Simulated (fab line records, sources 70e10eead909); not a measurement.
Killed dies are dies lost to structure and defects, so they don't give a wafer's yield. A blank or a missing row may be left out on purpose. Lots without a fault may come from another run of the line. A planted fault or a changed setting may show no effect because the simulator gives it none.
Which tool did it? | flow nand_harc | 12 lots, 34 wafers sampled, at 2 steps of a route of 1159

WHAT THE GAUGES READ, wafer by wafer
NHARC_P_STI_CD_MEAS_16.
lot  | measured    | on        | cd_nm (nm)
L490 | day 2 14:11 | cd_sem-03 | 202 204 204
L489 | day 2 14:13 | cd_sem-01 | 195 196 200
L491 | day 3 02:43 | cd_sem-03 | 199 204 206
L492 | day 3 02:46 | cd_sem-01 | 204 199 194
L493 | day 3 11:46 | cd_sem-03 | 199 197 202
L497 | day 4 13:29 | cd_sem-01 | 201 201 200
L501 | day 5 08:26 | cd_sem-01 | 199 195
L502 | day 5 17:47 | cd_sem-01 | 198 196
L508 | day 7 06:09 | cd_sem-03 | 198 198 195
L510 | day 7 14:19 | cd_sem-01 | 192 205 198
L512 | day 8 02:01 | cd_sem-01 | 201 206 202
L511 | day 8 02:02 | cd_sem-02 | 192 199 195

WHICH TOOL RAN EACH LOT (tool, then ch and the chambers of the sampled wafers, then the start)
lot  | NHARC_P_STI_ETCH_42
L490 | rie_diel-13 ch 0,2,3, day 2 13:50
L489 | rie_diel-09 ch 2,3, day 2 13:52
L491 | rie_diel-09 ch 0,1,3, day 3 02:21
L492 | rie_diel-12 ch 0,3, day 3 02:25
L493 | rie_diel-13 ch 0,3, day 3 11:24
L497 | rie_diel-13 ch 0,1,3, day 4 13:07
L501 | rie_diel-09 ch 0,1, day 5 08:04
L502 | rie_diel-13 ch 1,2, day 5 17:25
L508 | rie_diel-13 ch 0,2,3, day 7 05:47
L510 | rie_diel-13 ch 0,1, day 7 13:57
L512 | rie_diel-09 ch 0,1,2, day 8 01:39
L511 | rie_diel-13 ch 2,3, day 8 01:41
- NHARC_P_STI_ETCH_42: etches the open film in N2/H2, target depth 80 nm, overetch 24 nm, time 61 s.

WHAT THE TOOLS THEMSELVES READ (means of the sampled wafers that have a number; where no wafer has one, the mark that the record gives instead)
NHARC_P_STI_ETCH_42.
lot  | tool        | drypump_motor_current_A (A) | oes_product_au (a.u.) | rf_vpp_V (V) | showerhead_plenum_p_Torr (Torr) | throttle_valve_pct (%)
L490 | rie_diel-13 | 5.4                         | 1.003                 | 432.5        | 2.14                            | 14.167
L489 | rie_diel-09 | 5.5                         | 1.003                 | 431.6        | 2.04                            | 14.163
L491 | rie_diel-09 | 5.8                         | 1.002                 | 429.6        | 2.02                            | 14.178
L492 | rie_diel-12 | 4.9                         | 0.993                 | 431.9        | 2.07                            | 14.176
L493 | rie_diel-13 | 5.4                         | 1.003                 | 433.6        | 2.15                            | 14.167
L497 | rie_diel-13 | 5.4                         | 1.018                 | 433.5        | 2.15                            | 14.167
L501 | rie_diel-09 | 6.2                         | 0.992                 | 428.8        | 2.01                            | 14.163
L502 | rie_diel-13 | 5.5                         | 1.006                 | 431.9        | 2.12                            | 14.183
L508 | rie_diel-13 | 5.4                         | 1.009                 | 432.5        | 2.14                            | 14.173
L510 | rie_diel-13 | 5.0                         | 0.998                 | 433.6        | 2.16                            | 14.168
L512 | rie_diel-09 | 6.2                         | 1.005                 | 431.3        | 2.04                            | 14.164
L511 | rie_diel-13 | 5.7                         | 1.005                 | 432.6        | 2.11                            | 14.172

THE ANSWER, worked out from the rows above alone
Rule: what is usual is taken from the lots themselves. Put in order of their means at a reading, lots are off if they are a third of the lots or fewer, leave a main group of 4 or more, and stand apart from it by a gap of 3 or more times the standard deviation of the main group's means; of several such gaps the widest counts. A main group whose means are all the same, to the digits that the tables above print for the reading, isn't used. A lot without any number at a reading at which 4 lots or more have one is off too. The other lots that the step has rows for count as sound. The gauges are gone through in route order, then the tools' own readings, and for those a lot's mean is taken as printed above. The first step at which some lot is off is used, and at that step the reading that is off furthest; a lot without a number counts as furthest.
No lot is off at any reading shown: from this, nothing can be told.

WHAT THE SIMULATOR HAD PUT IN
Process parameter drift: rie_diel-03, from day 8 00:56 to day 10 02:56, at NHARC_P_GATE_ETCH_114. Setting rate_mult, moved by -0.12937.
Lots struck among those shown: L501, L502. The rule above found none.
